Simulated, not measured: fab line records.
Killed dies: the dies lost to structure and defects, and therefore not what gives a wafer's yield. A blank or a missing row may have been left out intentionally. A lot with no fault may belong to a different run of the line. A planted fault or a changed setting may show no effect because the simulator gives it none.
A lot that was struck, set against a sound lot | flow nand harc | 13 out of 1302 route steps
Sound: wafers L380.2, L380.4, L380.5. Wafers struck: L378.3, L378.4, L378.5. The cause is given at the end.
At each step with rows: each side's tool, then ch and its chambers, then its first start. Under that, the readings that differ: sound wafers | struck wafers | difference of the means | sigmas: that difference in standard deviations of wafers without a fault.
alike: readings whose means differ by less than 2 such deviations, and words and numbers that are the same on both sides. not compared: withheld readings, readings that some wafer has no value for, bounds like >300 that may hide the same value, and numbers for which the record gives no deviation and whose values overlap.
A row with sigmas, a row that says differs or no value, or rows on one side alone: a step with any of these is where the two part. Numbers that don't overlap but have no deviation are shown without sigmas and don't part them. A reading missing from all wafers of one side parts the sides only when that side holds two or more wafers.

first, 1 step without rows for these wafers: NHARC_P_BONDPAD_SRD_31 (time 30 s, dry time 20 s).
NHARC_A_START_INSPECT_01:
  struck on defect inspect-01, day 12 16:57; sound on defect inspect-01, day 13 04:17
  alike: raw defect count
then, 10 steps without rows for these wafers: NHARC_A_ZERO_WELL_PRECLEAN_00 (cleans in SPM, time 600 s); NHARC_A_ZERO_WELL_SRD_01; NHARC_A_ZERO_WELL_DEHYDRATE_02 (time 120 s); NHARC_A_ZERO_WELL_HMDS_03 (time 30 s); NHARC_A_ZERO_WELL_COAT_18 (time 65 s); NHARC_A_ZERO_WELL_COAT_04 (resist thk 600 nm); NHARC_A_ZERO_WELL_SOFTBAKE_05 (time 70 s); NHARC_A_ZERO_WELL_EBR_06; NHARC_A_ZERO_WELL_EXPOSE_07 (exposes mask A ZERO); NHARC_A_ZERO_WELL_PEB_08 (peb time 80 s).
NHARC_A_ZERO_WELL_DEVELOP_09: time 50 s.
  sound on litho track-03 ch 0, day 13 05:00; struck on litho track-05, day 12 17:00
  no value came back on the struck wafers for chill plate temp C (C), developer temp C (C), exhaust pa (Pa); on the sound wafers chill plate temp C (C) reads 22.96 22.93 23.02

== WHERE THEY PART ==
Only at NHARC_A_ZERO_WELL_DEVELOP_09, within this record.

WHY: whatever the simulator had introduced
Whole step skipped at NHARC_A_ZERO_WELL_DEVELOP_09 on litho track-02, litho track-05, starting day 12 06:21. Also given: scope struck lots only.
